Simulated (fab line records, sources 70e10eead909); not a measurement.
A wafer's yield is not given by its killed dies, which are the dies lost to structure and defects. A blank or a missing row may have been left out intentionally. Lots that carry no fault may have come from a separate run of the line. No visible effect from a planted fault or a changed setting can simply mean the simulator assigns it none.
Struck lot and sound lot, side by side + flow nandHarc + 40 out of 1159 route steps
Sound: wafers L310.3, L310.4, L310.5. Wafers struck: L322.3, L322.5, L322.6. The cause is given at the end.
At each step with rows: each side's tool, then ch and its chambers, then its first start. Under that, the readings that differ: sound wafers + struck wafers + difference of the means + sigmas: that difference in standard deviations of wafers without a fault.
alike: a reading whose means differ by less than 2 such deviations, as well as words and numbers matching on both sides. not compared: withheld readings; readings where some wafer has no value; bounds like >300 that might hide an equal value; numbers whose values overlap and for which the record gives no deviation.
A row with sigmas, a row that says differs or no value, or rows on one side alone: a step with any of these is where the two part. Non-overlapping numbers with no deviation appear without sigmas and do not part them. A reading missing from all wafers of one side parts the sides only when that side holds two or more wafers.

NHARC_A_BLC_CD_MEAS_10 targets a cd of 100 nm.
  sound on cdSem-01 ch 0, day 18 17:16; struck on cdSem-01 ch 0, day 21 14:44
  alike: cdNm
NHARC_A_BLC_OVL_MEAS_11:
  sound: overlay-01 at day 18 17:20; struck: overlay-02 at day 21 14:50
| reading         | sound       | struck         | difference | sigmas |
|-----------------|-------------|----------------|------------|--------|
| overlayXNm (nm) | 2.5 2.0 2.9 | -1.2 -0.9 -0.5 | -3.3       | -3     |
  alike: overlayYNm
NHARC_A_BLC_INSPECT_12:
  sound: defectInspect-01 at day 18 17:23; struck: defectInspect-02 at day 21 14:53
  alike: rawDefectCount
then, 4 steps without rows for these wafers: NHARC_A_BLC_DESCUM_15 (chemistry O2, time 3 s); NHARC_A_BLC_ETCH_16 (etches the open film in CF4, target depth 39 nm, time 65 s); NHARC_A_BLC_ETCH_17 (etches the open film in N2/H2, target depth 390 nm, time 609.38 s); NHARC_A_BLC_ETCH_18 (etches the open film in C4F8/O2/Ar, target depth 910 nm).
NHARC_A_BLC_CD_MEAS_19:
  sound: cdSem-01 at day 18 18:37; struck: cdSem-02 at day 21 15:55
  alike: cdNm
NHARC_A_BLC_STRIP_29: strips in CF4.
  sound on rieDiel-13 ch 1,2, day 18 18:41; struck on rieDiel-13 ch 0,1,2, day 21 16:01
  alike: drypumpMotorCurrentA, oesProductAu, rfVppV, showerheadPlenumPTorr, throttleValvePct
  not compared: rfHoursCounterH
NHARC_A_BLC_STRIP_21: strips in O2.
  sound on rieDiel-13 ch 1,2, day 18 18:49; struck on rieDiel-13 ch 0,3, day 21 16:05
  alike: drypumpMotorCurrentA, oesProductAu, rfVppV, showerheadPlenumPTorr, throttleValvePct
  not compared: rfHoursCounterH
then, 1 step without rows for these wafers: NHARC_A_BLC_STRIP_22 (strips in post etch residue remover, time 600 s).
NHARC_A_BLC_DEGAS_30: time 60 s.
  sound: pvdSputter-01 at day 18 19:15; struck: pvdSputter-02 at day 21 16:31
  alike: heaterPowerW
NHARC_A_BLC_PRE_CLEAN_31: time 15 s.
  sound: pvdSputter-01 at day 18 19:19; struck: pvdSputter-02 at day 21 16:34
then, 15 steps without rows for these wafers: NHARC_A_BLC_PVD_32 (deposits Ti, target thk 5 nm, time 17.7 s); NHARC_A_BLC_ALD_23 (deposits TiN, target thk 3 nm, pulse time 1 s, ald cycles 150); NHARC_A_BLC_CVD_24 (deposits W, target thk 150 nm, time 434 s); NHARC_A_BLC_CMP_25 (polishes, t overpolish 30 s, target thk 150 nm); NHARC_A_BLC_SRD_27; NHARC_A_M0_DEP_00 (deposits SiOC, target thk 150 nm); NHARC_A_M0_DEHYDRATE_01 (time 120 s); NHARC_A_M0_HMDS_02 (time 30 s); NHARC_A_M0_COAT_33 (time 65 s); NHARC_A_M0_COAT_03 (resist thk 90 nm); NHARC_A_M0_SOFTBAKE_04 (time 55 s); NHARC_A_M0_EBR_05; NHARC_A_M0_EXPOSE_06 (exposes mask A M0, target cd 80 nm); NHARC_A_M0_PEB_07 (peb time 65 s); NHARC_A_M0_DEVELOP_08 (develop time 35 s).
NHARC_A_M0_CD_MEAS_09 targets a cd of 80 nm.
  sound on cdSem-03 ch 0, day 19 04:12; struck on cdSem-02 ch 0, day 21 21:23
| reading   | sound          | struck         | difference | sigmas |
|-----------|----------------|----------------|------------|--------|
| cdNm (nm) | 79.1 79.2 79.5 | 80.9 80.1 80.1 | +1.1       | +2     |
NHARC_A_M0_OVL_MEAS_10: pitch 160 nm.
  sound: overlay-01 at day 19 04:17; struck: overlay-02 at day 21 21:28
  alike: overlayXNm, overlayYNm
then, 2 steps without rows for these wafers: NHARC_A_M0_DESCUM_14 (chemistry O2, time 3 s); NHARC_A_M0_ETCH_34 (etches the open film in N2/H2, target depth 40 nm, overetch 12 nm, time 43.94 s).
NHARC_A_M0_ETCH_15: etches the open film in C4F8/Ar, target depth 150 nm, overetch 15 nm, time 82.5 s.
  sound on rieDiel-05 ch 0,2,3; struck on rieDiel-05 ch 0,1
  alike: oesProductAu, rfVppV
  not compared: rfHoursCounterH
NHARC_A_M0_CD_MEAS_16:
  sound: cdSem-01 at day 19 04:41; struck: cdSem-01 at day 21 21:53
| reading   | sound          | struck         | difference | sigmas |
|-----------|----------------|----------------|------------|--------|
| cdNm (nm) | 78.7 78.9 80.3 | 81.2 80.2 80.3 | +1.3       | +2     |
then, 4 steps without rows for these wafers: NHARC_A_M0_STRIP_18 (strips in N2/H2); NHARC_A_M0_STRIP_19 (strips in post etch residue remover, time 600 s); NHARC_A_M0_DEGAS_28 (time 60 s); NHARC_A_M0_PRE_CLEAN_29 (time 30 s).
NHARC_A_M0_PVD_20: deposits TaN, target thk 5 nm, time 8.06 s.
  sound on pvdSputter-01; struck on pvdSputter-02
  alike: throttleValvePct
NHARC_END_SORT_01:
  at this point the record logs the struck wafers (prober-02 ch 0, day 23 13:36) and has no rows for the sound ones

WHERE THEY PART
At NHARC_A_BLC_OVL_MEAS_11 first; at NHARC_END_SORT_01 last (within this record only).

WHY: what the simulator had put in
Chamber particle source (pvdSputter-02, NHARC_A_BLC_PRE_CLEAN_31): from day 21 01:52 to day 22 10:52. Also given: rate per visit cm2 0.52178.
